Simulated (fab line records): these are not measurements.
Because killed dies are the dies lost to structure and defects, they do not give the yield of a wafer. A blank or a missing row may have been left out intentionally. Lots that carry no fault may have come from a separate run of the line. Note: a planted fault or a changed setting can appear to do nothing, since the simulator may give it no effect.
Which tool did it? / flow n5-finfet / route of 1938 steps, sampled at 1 step: 24 lots, 72 wafers

== WHAT THE GAUGES READ, wafer by wafer ==
N5_BEOL_M8_CD_MEAS_35: the cd target is 40 nm. Usual: cd-nm at 40.0 nm, with a standard deviation of 0.66.
lot=L074; measured=day 10 22:02; on=cd-sem-01; cd-nm (nm)=40.3 40.3 39.8; flag=
lot=L075; measured=day 10 22:15; on=cd-sem-02; cd-nm (nm)=38.8 40.4 40.1; flag=
lot=L078; measured=day 11 08:11; on=cd-sem-02; cd-nm (nm)=38.9 40.2 40.6; flag=
lot=L077; measured=day 11 08:25; on=cd-sem-02; cd-nm (nm)=38.9 38.4 39.0; flag=
lot=L076; measured=day 11 16:58; on=cd-sem-01; cd-nm (nm)=40.5 40.4 39.7; flag=
lot=L079; measured=day 11 20:16; on=cd-sem-03; cd-nm (nm)=41.2 40.2 40.7; flag=
lot=L080; measured=day 11 20:19; on=cd-sem-03; cd-nm (nm)=38.7 39.8 38.9; flag=
lot=L081; measured=day 12 06:28; on=cd-sem-03; cd-nm (nm)=40.6 41.0 40.7; flag=
lot=L082; measured=day 12 15:32; on=cd-sem-03; cd-nm (nm)=39.9 39.4 38.7; flag=
lot=L083; measured=day 12 21:29; on=cd-sem-01; cd-nm (nm)=39.4 39.9 40.0; flag=
lot=L085; measured=day 12 23:23; on=cd-sem-03; cd-nm (nm)=40.5 40.1 40.5; flag=
lot=L086; measured=day 13 07:50; on=cd-sem-01; cd-nm (nm)=39.8 40.8 39.4; flag=
lot=L084; measured=day 13 11:42; on=cd-sem-03; cd-nm (nm)=40.1 39.7 39.3; flag=
lot=L087; measured=day 13 22:36; on=cd-sem-03; cd-nm (nm)=39.5 39.1 39.2; flag=
lot=L088; measured=day 14 10:46; on=cd-sem-01; cd-nm (nm)=40.1 40.0 40.2; flag=
lot=L089; measured=day 14 18:39; on=cd-sem-03; cd-nm (nm)=39.9 40.2 40.2; flag=
lot=L090; measured=day 15 01:40; on=cd-sem-02; cd-nm (nm)=40.5 40.1 40.4; flag=
lot=L091; measured=day 15 02:16; on=cd-sem-01; cd-nm (nm)=39.1 39.7 39.4; flag=
lot=L093; measured=day 15 02:52; on=cd-sem-03; cd-nm (nm)=41.3 40.7 40.4; flag=
lot=L092; measured=day 15 16:59; on=cd-sem-02; cd-nm (nm)=39.2 40.5 40.6; flag=
lot=L094; measured=day 16 06:33; on=cd-sem-01; cd-nm (nm)=39.9 39.4 40.6; flag=
lot=L096; measured=day 16 07:06; on=cd-sem-03; cd-nm (nm)=40.8 41.6 40.3; flag=
lot=L095; measured=day 16 09:20; on=cd-sem-03; cd-nm (nm)=39.4 39.9 40.2; flag=
lot=L097; measured=day 16 13:27; on=cd-sem-03; cd-nm (nm)=40.0 40.0 40.5; flag=

== WHAT TOOL EACH LOT RAN ON (gives the tool, then ch and the chambers of the sampled wafers, and finally the start) ==
Before these readings, the record contains no process step.

== WHAT THE TOOLS THEMSELVES READ (means of the sampled wafers that have a number; where no wafer has one, the mark that the record gives instead) ==
The record holds no such reading with a usual standard deviation.

== THE ANSWER, worked out from the rows above alone ==
Rule: a lot counts as off when the mean over its wafers that have a number is more than 3 standard deviations away from the usual mean. Also off: a lot with no number at a reading for which 4 or more lots have one. The other lots that the step has rows for count as sound. Order of review: gauges by route order, followed by the tools' own readings, for which a lot's mean as printed above is used. The first step at which some lot is off is used, and at that step the reading that is off furthest; a lot without a number counts as furthest.
Across all readings shown, no lot is off: no conclusion can be drawn from this.

== WHAT HAD BEEN PUT IN BY THE SIMULATOR ==
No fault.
